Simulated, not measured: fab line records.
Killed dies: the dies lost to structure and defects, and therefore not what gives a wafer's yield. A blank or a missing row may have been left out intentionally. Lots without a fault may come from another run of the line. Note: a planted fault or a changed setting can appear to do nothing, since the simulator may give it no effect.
Chamber matching | flow nand-harc | pecvd-03 running NHARC_A_BONDPAD_DEP_00: 3 sister chambers
The step deposits SiCN, target thk 250 nm. 3 wafers are shown with their chamber, then 7 later ones without.

WAFERS, EACH WITH ITS CHAMBER
wafer  | chamber | heater-power-outer-w (W)
L646.4 | 0       | 273
L649.2 | 2       | 355
L649.4 | 1       | 261

WAFERS WITH NO CHAMBER GIVEN
wafer  | heater-power-outer-w (W)
L649.6 | 244
L653.1 | 220
L653.4 | 264
L653.6 | 225
L654.1 | 235
L654.2 | 351
L654.4 | 358

THE CHAMBER EACH PASSED THROUGH
wafer  | from the rows above     | in truth
L649.6 | can't be placed: 1 or 0 | 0
L653.1 | can't be placed: 1 or 0 | 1
L653.4 | can't be placed: 1 or 0 | 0
L653.6 | can't be placed: 1 or 0 | 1
L654.1 | can't be placed: 1 or 0 | 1
L654.2 | 2                       | 2
L654.4 | 2                       | 2
Correct placement for 2 of the 7. Can't be placed from these rows: 5 (the true chamber is among the candidates in 5). Wrongly placed: 0.
How it was worked out, from the rows above alone: a wafer's distance from a chamber is the root of the sum, over the readings, of the square of ((its reading less the chamber's mean) divided by the reading's scatter). If the next closest chamber is less than 2 further off than the closest, the wafer can't be placed; otherwise it belongs to the closest. Each chamber's mean is taken over the wafers shown for it. The scatter: with one shown wafer a chamber, the root of the mean of the squares of how far each hidden wafer lies from its nearest shown one.
